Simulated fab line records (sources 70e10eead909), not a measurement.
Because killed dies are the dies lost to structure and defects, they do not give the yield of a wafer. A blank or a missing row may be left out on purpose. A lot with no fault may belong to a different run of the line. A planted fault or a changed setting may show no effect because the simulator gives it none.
Shared-tool check + flow nand_harc + Sample size 6 lots and 18 wafers

REASON FOR OPENING
Flagged at NHARC_END_SORT_01: reading killed_at_other, on 2 of 6 lots. No-fault wafers: 0.6, standard deviation 1.
Rule: a lot is flagged when every wafer of it that has a number lies more than 4 standard deviations from that mean, or none has a number. As for the other lots, they are considered sound.

| lot  | measured     | on        | killed_at_other, wafer by wafer | flag    |
|------|--------------|-----------|---------------------------------|---------|
| L178 | day 19 19:13 | prober-02 | 0 0 0                           |         |
| L189 | day 22 23:04 | prober-02 | 645 654 638                     | FLAGGED |
| L190 | day 23 13:26 | prober-01 | 656 639 653                     | FLAGGED |
| L193 | day 24 02:54 | prober-01 | 0 0 0                           |         |
| L195 | day 24 12:23 | prober-01 | 0 0 0                           |         |
| L197 | day 24 22:47 | prober-02 | 1 2 1                           |         |
Flagged lots average 647.5: +646.9 relative to the usual, that is +99 or more standard deviations.

WHICH TOOL RAN EACH LOT
The record holds 4 process steps before the reading, out of a route of 1159 steps. Cell contents, in order: the tool; ch with the chambers the sampled wafers went through; the start.
| lot  | flag    | NHARC_HYBRID_BOND_ACTIVATE_00      | NHARC_THIN_TSV_ETCH_15           | NHARC_THIN_TSV_DEP_47           | NHARC_THIN_TSV_DEGAS_49      |
|------|---------|------------------------------------|----------------------------------|---------------------------------|------------------------------|
| L178 |         | rie_diel-11 ch 0,2,3, day 18 11:09 | rie_si-01 ch 1,2,3, day 19 05:55 | pecvd-04 ch 0,1, day 19 07:05   | pvd_sputter-02, day 19 07:58 |
| L189 | FLAGGED | rie_diel-09 ch 1,2, day 21 18:58   | rie_si-01 ch 0,1, day 22 09:19   | pecvd-04 ch 0,2, day 22 10:26   | pvd_sputter-03, day 22 11:21 |
| L190 | FLAGGED | rie_diel-13 ch 0,1,2, day 22 09:35 | rie_si-05 ch 1,2,3, day 22 23:13 | pecvd-01 ch 0,2, day 23 00:22   | pvd_sputter-01, day 23 01:22 |
| L193 |         | rie_diel-09 ch 0,1, day 22 17:23   | rie_si-05 ch 0,2, day 23 05:13   | pecvd-03 ch 1,2, day 23 06:27   | pvd_sputter-02, day 23 07:45 |
| L195 |         | rie_diel-13 ch 0,1,2, day 23 01:16 | rie_si-02 ch 1,3, day 23 16:17   | pecvd-03 ch 0,1, day 23 20:42   | pvd_sputter-02, day 23 21:37 |
| L197 |         | rie_diel-13 ch 0,1,2, day 23 13:09 | rie_si-01 ch 0,1,3, day 24 01:14 | pecvd-01 ch 0,1,2, day 24 02:15 | pvd_sputter-03, day 24 03:12 |
What is done by these steps:
- NHARC_HYBRID_BOND_ACTIVATE_00: chemistry N2, time 60 s.
- NHARC_THIN_TSV_ETCH_15: target depth 3000 nm, bosch target overetch cycles 2, bosch etch step 2.8 s.
- NHARC_THIN_TSV_DEP_47: deposits SiO2, target thk 200 nm.
- NHARC_THIN_TSV_DEGAS_49: time 120 s.
- NHARC_END_SORT_01

FLAGGED OVER TOTAL, TOOL BY TOOL (the gauges that took the reading come last)
| step                          | tool           | lots run | flagged | share of the flagged lots | sound lots run after its first flagged lot |
|-------------------------------|----------------|----------|---------|---------------------------|--------------------------------------------|
| NHARC_HYBRID_BOND_ACTIVATE_00 | rie_diel-09    | 2        | 1       | some                      | 1 (L193)                                   |
| NHARC_HYBRID_BOND_ACTIVATE_00 | rie_diel-11    | 1        | 0       | none                      | -                                          |
| NHARC_HYBRID_BOND_ACTIVATE_00 | rie_diel-13    | 3        | 1       | some                      | 2 (L195,L197)                              |
| NHARC_THIN_TSV_ETCH_15        | rie_si-01      | 3        | 1       | some                      | 1 (L197)                                   |
| NHARC_THIN_TSV_ETCH_15        | rie_si-02      | 1        | 0       | none                      | -                                          |
| NHARC_THIN_TSV_ETCH_15        | rie_si-05      | 2        | 1       | some                      | 1 (L193)                                   |
| NHARC_THIN_TSV_DEP_47         | pecvd-01       | 2        | 1       | some                      | 1 (L197)                                   |
| NHARC_THIN_TSV_DEP_47         | pecvd-03       | 2        | 0       | none                      | -                                          |
| NHARC_THIN_TSV_DEP_47         | pecvd-04       | 2        | 1       | some                      | 0                                          |
| NHARC_THIN_TSV_DEGAS_49       | pvd_sputter-01 | 1        | 1       | some                      | 0                                          |
| NHARC_THIN_TSV_DEGAS_49       | pvd_sputter-02 | 3        | 0       | none                      | -                                          |
| NHARC_THIN_TSV_DEGAS_49       | pvd_sputter-03 | 2        | 1       | some                      | 1 (L197)                                   |
| NHARC_END_SORT_01             | prober-01      | 3        | 1       | some                      | 2 (L193,L195)                              |
| NHARC_END_SORT_01             | prober-02      | 3        | 1       | some                      | 1 (L197)                                   |

WHAT THE TABLE PERMITS
No row of the table ran every flagged lot.

WHAT THE SIMULATOR HAD PUT IN
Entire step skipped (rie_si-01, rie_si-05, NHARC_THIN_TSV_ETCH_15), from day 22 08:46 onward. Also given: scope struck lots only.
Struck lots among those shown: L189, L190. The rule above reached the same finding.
